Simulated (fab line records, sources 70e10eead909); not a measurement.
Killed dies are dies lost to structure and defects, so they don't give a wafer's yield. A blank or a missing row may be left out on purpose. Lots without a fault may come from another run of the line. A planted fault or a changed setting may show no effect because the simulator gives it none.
Which tool did it? | flow nand_harc | 11 lots, 33 wafers sampled, at 6 steps of a route of 1159

WHAT THE GAUGES READ, wafer by wafer
NHARC_P_GATE_CD_MEAS_59: target cd 720 nm.
lot  | measured     | on        | cd_nm (nm)
L438 | day 5 07:49  | cd_sem-02 | 722.0 721.4 717.0
L441 | day 5 18:17  | cd_sem-03 | 693.9 693.3 696.3
L442 | day 6 04:13  | cd_sem-01 | 722.1 718.9 719.6
L443 | day 6 20:01  | cd_sem-02 | 718.4 722.1 718.6
L451 | day 8 10:21  | cd_sem-02 | 721.5 718.7 719.9
L454 | day 9 16:14  | cd_sem-02 | 720.6 719.3 720.4
L455 | day 9 19:47  | cd_sem-03 | 718.0 720.3 720.9
L456 | day 9 19:28  | cd_sem-01 | 719.8 717.1 718.1
L457 | day 10 04:05 | cd_sem-02 | 717.5 719.2 719.7
L458 | day 10 04:20 | cd_sem-03 | 723.7 722.2 719.2
L461 | day 10 21:58 | cd_sem-03 | 719.3 720.8 722.1

NHARC_END_SORT_01.
lot  | measured     | on        | killed_at_array | killed_at_other | killed_at_periphery | killed_dies | killed_open | killed_short
L455 | day 23 22:05 | prober-02 | 19 19 10        | 1 2 0           | 4 5 10              | 24 26 20    | 2 2 3       | 2 3 1

WHICH TOOL RAN EACH LOT (tool, then ch and the chambers of the sampled wafers, then the start)
lot  | NHARC_P_GATE_HM_OPEN_105                      | NHARC_P_GATE_ETCH_114                         | NHARC_P_GATE_DESCUM_48             | NHARC_P_GATE_EXPOSE_56
L438 | rie_diel-12 ch 0,2, day 5 06:20 or earlier    | rie_diel-12 ch 0,2,3, day 5 06:20 or earlier  | rie_diel-01 ch 0,2,3, day 5 06:20  | krf_scanner-02 ch 0, day 5 07:40
L441 | rie_diel-12 ch 0,1, day 5 16:40 or earlier    | rie_diel-12 ch 0,1, day 5 16:40 or earlier    | rie_diel-01 ch 1,2,3, day 5 16:40  | krf_scanner-02 ch 0, day 5 18:07
L442 | rie_diel-12 ch 0,1,3, day 6 02:45 or earlier  | rie_diel-12 ch 0,1,2, day 6 02:45 or earlier  | rie_diel-02 ch 1,2,3, day 6 02:45  | krf_scanner-02 ch 0, day 6 04:04
L443 | rie_diel-12 ch 0,1, day 6 17:29 or earlier    | rie_diel-12 ch 1,2, day 6 17:29 or earlier    | rie_diel-12 ch 0,1,2, day 6 17:29  | krf_scanner-03 ch 0, day 6 19:52
L451 | rie_diel-01 ch 0,2, day 8 08:48 or earlier    | rie_diel-01 ch 0,3, day 8 08:48 or earlier    | rie_diel-01 ch 0,1,3, day 8 08:48  | krf_scanner-02 ch 0, day 8 10:11
L454 | rie_diel-12 ch 0,1, day 9 14:37 or earlier    | rie_diel-12 ch 1,2, day 9 14:37 or earlier    | rie_diel-01 ch 0,1,2, day 9 14:37  | krf_scanner-01 ch 0, day 9 16:05
L455 | rie_diel-01 ch 0,1,2, day 9 18:11 or earlier  | rie_diel-01 ch 0,1,3, day 9 18:11 or earlier  | rie_diel-01 ch 0,1, day 9 18:11    | krf_scanner-03 ch 0, day 9 19:38
L456 | rie_diel-01 ch 0,1,3, day 9 18:01 or earlier  | rie_diel-01 ch 0,1,3, day 9 18:01 or earlier  | rie_diel-02 ch 0,2,3, day 9 18:01  | krf_scanner-01 ch 0, day 9 19:19
L457 | rie_diel-01 ch 0,1,2, day 10 02:29 or earlier | rie_diel-01 ch 0,1,2, day 10 02:29 or earlier | rie_diel-12 ch 0,1, day 10 02:29   | krf_scanner-02 ch 0, day 10 03:56
L458 | rie_diel-01 ch 0,1,2, day 10 02:43 or earlier | rie_diel-01 ch 0,1,2, day 10 02:43 or earlier | rie_diel-01 ch 0,2,3, day 10 02:43 | krf_scanner-01 ch 0, day 10 04:11
L461 | rie_diel-01 ch 1,2,3, day 10 20:22 or earlier | rie_diel-01 ch 0,1,3, day 10 20:22 or earlier | rie_diel-01 ch 0,1,3, day 10 20:22 | krf_scanner-02 ch 0, day 10 21:49
- NHARC_P_GATE_HM_OPEN_105: chemistry O2/COS, target depth 360 nm.
- NHARC_P_GATE_ETCH_114: etches the open film in CF4/O2, target depth 30 nm, overetch 3 nm, time 16.5 s.
- NHARC_P_GATE_DESCUM_48: chemistry O2, time 3 s.
- NHARC_P_GATE_EXPOSE_56: exposes mask P PSD, target cd 720 nm.

WHAT THE TOOLS THEMSELVES READ (means of the sampled wafers that have a number; where no wafer has one, the mark that the record gives instead)
NHARC_P_GATE_HM_OPEN_105.
lot  | tool        | drypump_motor_current_A (A) | oes_product_au (a.u.) | rf_vpp_V (V) | showerhead_plenum_p_Torr (Torr) | throttle_valve_pct (%)
L438 | rie_diel-12 | 6.0                         | 0.995                 | 465.3        | 3.05                            | 28.333
L441 | rie_diel-12 | 5.8                         | 1.004                 | 468.2        | 3.18                            | 28.327
L442 | rie_diel-12 | 6.0                         | 0.992                 | 467.6        | 3.13                            | 28.334
L443 | rie_diel-12 | 6.3                         | 1.004                 | 467.2        | 3.14                            | 28.337
L451 | rie_diel-01 | 5.5                         | 0.994                 | 466.5        | 3.09                            | 28.321
L454 | rie_diel-12 | 6.3                         | 0.998                 | 468.0        | 3.13                            | 28.317
L455 | rie_diel-01 | 5.4                         | 1.000                 | 467.5        | 3.14                            | 28.326
L456 | rie_diel-01 | 5.8                         | 0.996                 | 468.2        | 3.14                            | 28.336
L457 | rie_diel-01 | 5.4                         | 1.010                 | 467.3        | 3.14                            | 28.327
L458 | rie_diel-01 | 5.4                         | 1.012                 | 467.7        | 3.14                            | 28.329
L461 | rie_diel-01 | 5.6                         | 1.000                 | 467.0        | 3.11                            | 28.325

NHARC_P_GATE_ETCH_114.
lot  | tool        | drypump_motor_current_A (A) | oes_product_au (a.u.) | rf_vpp_V (V) | showerhead_plenum_p_Torr (Torr) | throttle_valve_pct (%)
L438 | rie_diel-12 | 6.1                         | 0.993                 | 197.3        | 1.31                            | 13.395
L441 | rie_diel-12 | 5.8                         | 1.002                 | 198.1        | 1.36                            | 13.394
L442 | rie_diel-12 | 5.8                         | 1.001                 | 197.8        | 1.33                            | 13.401
L443 | rie_diel-12 | 5.4                         | 1.010                 | 197.4        | 1.35                            | 13.398
L451 | rie_diel-01 | 6.0                         | 0.994                 | 197.1        | 1.31                            | 13.392
L454 | rie_diel-12 | 5.4                         | 1.005                 | 197.7        | 1.34                            | 13.390
L455 | rie_diel-01 | 5.7                         | 1.003                 | 197.8        | 1.34                            | 13.396
L456 | rie_diel-01 | 5.7                         | 1.011                 | 198.2        | 1.34                            | 13.396
L457 | rie_diel-01 | 5.4                         | 1.010                 | 198.3        | 1.34                            | 13.397
L458 | rie_diel-01 | 5.4                         | 1.004                 | 197.3        | 1.34                            | 13.391
L461 | rie_diel-01 | 5.8                         | 1.002                 | 197.6        | 1.34                            | 13.396

NHARC_P_GATE_DESCUM_48.
lot  | tool        | drypump_motor_current_A (A) | oes_product_au (a.u.) | rf_vpp_V (V) | showerhead_plenum_p_Torr (Torr) | throttle_valve_pct (%)
L438 | rie_diel-01 | 5.6                         | 1.006                 | 58.0         | 1.88                            | 11.315
L441 | rie_diel-01 | 5.6                         | 1.005                 | 56.9         | 1.91                            | 11.310
L442 | rie_diel-02 | 6.1                         | 1.006                 | 57.4         | 1.89                            | 11.314
L443 | rie_diel-12 | 5.9                         | 1.000                 | 57.5         | 1.90                            | 11.312
L451 | rie_diel-01 | 5.7                         | 0.992                 | 57.4         | 1.93                            | 11.313
L454 | rie_diel-01 | 5.4                         | 1.006                 | 57.6         | 1.92                            | 11.303
L455 | rie_diel-01 | 5.5                         | 0.996                 | 57.9         | 1.97                            | 11.318
L456 | rie_diel-02 | 6.0                         | 0.990                 | 58.2         | 1.88                            | 11.310
L457 | rie_diel-12 | 6.2                         | 0.996                 | 58.1         | 1.91                            | 11.307
L458 | rie_diel-01 | 5.7                         | 0.998                 | 57.1         | 1.87                            | 11.317
L461 | rie_diel-01 | 5.8                         | 1.005                 | 57.8         | 1.92                            | 11.316

THE ANSWER, worked out from the rows above alone
Rule: what is usual is taken from the lots themselves. Put in order of their means at a reading, lots are off if they are a third of the lots or fewer, leave a main group of 4 or more, and stand apart from it by a gap of 3 or more times the standard deviation of the main group's means; of several such gaps the widest counts. A main group whose means are all the same, to the digits that the tables above print for the reading, isn't used. A lot without any number at a reading at which 4 lots or more have one is off too. The other lots that the step has rows for count as sound. The gauges are gone through in route order, then the tools' own readings, and for those a lot's mean is taken as printed above. The first step at which some lot is off is used, and at that step the reading that is off furthest; a lot without a number counts as furthest.
Off: L441, at NHARC_P_GATE_CD_MEAS_59 (cd_nm). The main group: mean 719.9 nm, standard deviation 0.89.
A tool fits if, at a process step before that reading, it ran every lot that is off, and no sound lot after the first of them. The gauges at NHARC_P_GATE_CD_MEAS_59 are tried like those tools. NHARC_P_GATE_HM_OPEN_105 gives no start for some lots, so the hours and the order of its lots are those of NHARC_P_GATE_DESCUM_48. NHARC_P_GATE_ETCH_114 gives no start for some lots, so the hours and the order of its lots are those of NHARC_P_GATE_DESCUM_48. None of those tried fits.

WHAT THE SIMULATOR HAD PUT IN
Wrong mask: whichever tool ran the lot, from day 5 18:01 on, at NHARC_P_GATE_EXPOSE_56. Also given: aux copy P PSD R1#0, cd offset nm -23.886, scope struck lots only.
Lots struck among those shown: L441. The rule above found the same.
